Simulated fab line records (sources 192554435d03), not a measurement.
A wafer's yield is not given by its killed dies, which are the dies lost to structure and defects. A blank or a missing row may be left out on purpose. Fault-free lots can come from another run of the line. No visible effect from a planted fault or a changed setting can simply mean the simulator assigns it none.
The tool behind it: which one? | flow n5 finfet | 27 wafers from 10 lots sampled at 7 of the route's 1938 steps

WHAT EACH GAUGE READ, for each wafer
N5_BEOL_M1_THK_MEAS_53: measures by xrf.
lot  | measured     | on            | M1_THK (nm)
L641 | day 6 16:58  | film metro-02 | 36.7 38.5 39.2
L643 | day 7 10:44  | film metro-02 | 41.0 38.6 41.5
L647 | day 8 12:38  | film metro-01 | 40.6 37.7
L650 | day 9 01:56  | film metro-01 | 41.3 39.6 38.2
L649 | day 9 04:34  | film metro-02 | 39.8 40.1
L651 | day 9 18:03  | film metro-01 | 140.1 147.9 148.0
L652 | day 9 19:42  | film metro-02 | 38.9 39.2 40.8
L653 | day 10 01:57 | film metro-02 | 148.8 150.4 153.4
L661 | day 13 00:28 | film metro-02 | 38.1 41.6
L662 | day 13 03:48 | film metro-01 | 39.5 38.9 36.0

N5_BEOL_M1_INSPECT_59: inspects for defects (darkfield).
lot  | measured     | on                | raw defect count
L641 | day 6 17:15  | defect inspect-02 | 89 74 47
L643 | day 7 11:01  | defect inspect-01 | 82 101 88
L647 | day 8 13:09  | defect inspect-01 | 50 78
L650 | day 9 02:29  | defect inspect-02 | 105 138 77
L649 | day 9 05:16  | defect inspect-02 | 41 39
L651 | day 9 18:25  | defect inspect-02 | 1568 1555 1526
L652 | day 9 20:14  | defect inspect-02 | 94 55 68
L653 | day 10 02:17 | defect inspect-01 | 1550 1501 1525
L661 | day 13 00:45 | defect inspect-02 | 79 68
L662 | day 13 04:05 | defect inspect-02 | 50 51 50

N5_BEOL_M4_RC_MEAS_101.
lot  | measured     | on        | DIBL_N (mV/V)  | DIBL_P (mV/V)  | IOFF_N (nA/um) | IOFF_P (nA/um) | ION_N (uA/um) | ION_P (uA/um) | SS_N (mV/dec)  | SS_P (mV/dec)  | VT_N (mV)   | VT_P (mV)
L641 | day 8 01:12  | prober-02 | 35.0 34.3 33.8 | 34.9 32.9 33.2 | 0.13 0.11 0.13 | 0.22 0.16 0.18 | 644 654 670   | 451 455 464   | 71.5 70.7 70.5 | 73.5 72.8 73.0 | 255 255 250 | -250 -253 -250
L643 | day 9 02:36  | prober-02 | 35.1 35.4 32.2 | 35.7 37.1 32.7 | 0.14 0.15 0.10 | 0.18 0.21 0.16 | 664 678 650   | 451 468 450   | 71.3 71.5 70.5 | 73.3 73.0 72.2 | 253 250 257 | -254 -250 -253
L647 | day 10 02:25 | prober-02 | 29.9 35.6      | 28.0 35.0      | 0.08 0.17      | 0.10 0.17      | 634 681       | 431 455       | 70.5 71.5      | 71.9 72.6      | 259 247     | -261 -256
L650 | day 10 14:29 | prober-02 | 35.6 35.6 33.2 | 36.8 36.7 34.3 | 0.15 0.15 0.12 | 0.21 0.20 0.18 | 663 690 657   | 463 473 454   | 71.8 71.2 70.3 | 73.6 73.7 73.6 | 252 251 255 | -248 -251 -251
L649 | day 10 11:17 | prober-02 | 37.8 32.0      | 41.4 33.5      | 0.19 0.10      | 0.29 0.17      | 672 647       | 471 454       | 72.0 69.9      | 73.6 72.1      | 249 255     | -245 -251
L652 | day 11 16:40 | prober-02 | 35.9 41.9 36.9 | 35.5 41.5 35.8 | 0.14 0.26 0.15 | 0.19 0.29 0.19 | 686 690 685   | 468 470 461   | 71.3 73.5 71.1 | 72.7 74.6 73.0 | 249 243 253 | -251 -248 -253
L661 | day 14 05:14 | prober-02 | 42.3 34.6      | 42.9 33.3      | 0.26 0.12      | 0.34 0.16      | 684 661       | 467 457       | 72.5 70.7      | 76.7 73.3      | 247 254     | -246 -255
L662 | day 14 09:05 | prober-01 | 34.2 36.0 32.6 | 36.4 37.1 33.2 | 0.15 0.18 0.12 | 0.21 0.22 0.17 | 678 682 665   | 460 462 457   | 71.5 71.9 71.3 | 74.1 73.2 72.6 | 248 246 251 | -249 -250 -254

EACH LOT AND THE TOOL THAT RAN IT (in order: tool; ch and the chambers of the sampled wafers; start)
lot  | N5_BEOL_M1_ANNEAL_89         | N5_BEOL_M1_SPUTTER_90        | N5_BEOL_M1_SPUTTER_94        | N5_BEOL_M1_CMP_52
L641 | pvd sputter-01, day 6 15:13  | pvd sputter-01, day 6 15:21  | pvd sputter-01, day 6 15:47  | cmp-02 ch 0,2,3, day 6 16:40
L643 | pvd sputter-01, day 7 09:08  | pvd sputter-01, day 7 09:17  | pvd sputter-01, day 7 09:43  | cmp-02 ch 0,1,2, day 7 10:26
L647 | pvd sputter-02, day 8 09:26  | pvd sputter-02, day 8 09:34  | pvd sputter-02, day 8 10:01  | cmp-03 ch 2,3, day 8 12:25
L650 | pvd sputter-02, day 8 22:44  | pvd sputter-02, day 8 22:53  | pvd sputter-02, day 8 23:19  | cmp-02 ch 1,3, day 9 01:39
L649 | pvd sputter-03, day 9 02:58  | pvd sputter-03, day 9 03:07  | pvd sputter-03, day 9 03:33  | cmp-02 ch 1,2, day 9 04:23
L651 | pvd sputter-02, day 9 15:47  | pvd sputter-02, day 9 15:55  | pvd sputter-02, day 9 16:22  | cmp-02 ch 1,3, day 9 17:47
L652 | pvd sputter-03, day 9 18:07  | pvd sputter-03, day 9 18:15  | pvd sputter-03, day 9 18:41  | cmp-01 ch 0,1,3, day 9 19:24
L653 | pvd sputter-01, day 10 00:21 | pvd sputter-01, day 10 00:29 | pvd sputter-01, day 10 00:56 | cmp-02 ch 1,2, day 10 01:40
L661 | pvd sputter-02, day 12 22:53 | pvd sputter-02, day 12 23:01 | pvd sputter-02, day 12 23:28 | cmp-01 ch 0,3, day 13 00:10
L662 | pvd sputter-01, day 13 02:10 | pvd sputter-01, day 13 02:19 | pvd sputter-01, day 13 02:47 | cmp-02 ch 0,1,3, day 13 03:30
- N5_BEOL_M1_ANNEAL_89: time 240 s.
- N5_BEOL_M1_SPUTTER_90: material Cu, target thk 4.5 nm, time 8.29 s.
- N5_BEOL_M1_SPUTTER_94: material Cu, target thk 4.5 nm, time 8.29 s.
- N5_BEOL_M1_CMP_52: polishes, stops on SiOC, t overpolish 6.8 s, target thk 40 nm.

AS READ BY THE TOOLS THEMSELVES (means over the sampled wafers that have a number; for cases with no such wafer, the mark the record gives instead)
N5_BEOL_M1_ANNEAL_89.
lot  | tool           | heater power w (W)
L641 | pvd sputter-01 | 845
L643 | pvd sputter-01 | 818
L647 | pvd sputter-02 | 892
L650 | pvd sputter-02 | 836
L649 | pvd sputter-03 | 718
L651 | pvd sputter-02 | 863
L652 | pvd sputter-03 | 831
L653 | pvd sputter-01 | 772
L661 | pvd sputter-02 | 841
L662 | pvd sputter-01 | 759

N5_BEOL_M1_SPUTTER_90.
lot  | tool           | throttle valve pct (%)
L641 | pvd sputter-01 | 29.2
L643 | pvd sputter-01 | 29.4
L647 | pvd sputter-02 | 29.4
L650 | pvd sputter-02 | 30.9
L649 | pvd sputter-03 | 29.1
L651 | pvd sputter-02 | 29.2
L652 | pvd sputter-03 | 28.8
L653 | pvd sputter-01 | 29.0
L661 | pvd sputter-02 | 29.4
L662 | pvd sputter-01 | 28.8

N5_BEOL_M1_SPUTTER_94.
lot  | tool           | throttle valve pct (%)
L641 | pvd sputter-01 | 29.1
L643 | pvd sputter-01 | 29.2
L647 | pvd sputter-02 | 29.4
L650 | pvd sputter-02 | 30.7
L649 | pvd sputter-03 | 29.1
L651 | pvd sputter-02 | 29.4
L652 | pvd sputter-03 | 28.9
L653 | pvd sputter-01 | 29.0
L661 | pvd sputter-02 | 29.5
L662 | pvd sputter-01 | 28.7

N5_BEOL_M1_CMP_52.
lot  | tool   | barrier field endpoint s (s) | motor current A (A) | overpolish run s (s) | retaining ring pressure frac | time to endpoint s (s)
L641 | cmp-02 | 25.4                         | 5.8                 | 6.799                | 1.002                        | 62
L643 | cmp-02 | 26.1                         | 5.9                 | 6.804                | 1.000                        | 66
L647 | cmp-03 | 24.9                         | 5.6                 | 6.800                | 0.999                        | 59
L650 | cmp-02 | 25.1                         | 6.4                 | 6.801                | 1.002                        | 64
L649 | cmp-02 | 25.4                         | 5.5                 | 6.798                | 1.002                        | 65
L651 | cmp-02 | 41.4                         | 6.3                 | 0.037                | 1.000                        | 81
L652 | cmp-01 | 24.9                         | 7.0                 | 6.801                | 1.006                        | 61
L653 | cmp-02 | 41.4                         | 5.5                 | 0.043                | 1.002                        | 81
L661 | cmp-01 | 24.4                         | 7.0                 | 6.809                | 1.006                        | 60
L662 | cmp-02 | 24.1                         | 6.4                 | 6.808                | 1.007                        | 59

THE ANSWER, worked out from the rows above alone
Rule: usual is defined by the lots themselves. Put in order of their means at a reading, lots are off if they are a third of the lots or fewer, leave a main group of 4 or more, and stand apart from it by a gap of 3 or more times the standard deviation of the main group's means; of several such gaps the widest counts. A main group is skipped when, at the precision printed for the reading in the tables above, its means are all equal. Also off: a lot with no number at a reading for which 4 or more lots have one. All remaining lots with rows at the step are treated as sound. The gauges are gone through in route order, then the tools' own readings, and for those a lot's mean is taken as printed above. The first step at which some lot is off is used, and at that step the reading that is off furthest; a lot without a number counts as furthest.
Off: L651, L653, at N5_BEOL_M1_THK_MEAS_53 (M1_THK). For the main group the mean is 39.4 nm and the standard deviation 0.78.
A tool fits if, at a process step before that reading, it ran every lot that is off, and no sound lot after the first of them. The gauges at N5_BEOL_M1_THK_MEAS_53 aren't tried: what is off there is off at N5_BEOL_M1_INSPECT_59 too, on other tools, and a gauge's error can't cause that. Of those tried, none fits.

WHAT THE SIMULATOR HAD INSERTED
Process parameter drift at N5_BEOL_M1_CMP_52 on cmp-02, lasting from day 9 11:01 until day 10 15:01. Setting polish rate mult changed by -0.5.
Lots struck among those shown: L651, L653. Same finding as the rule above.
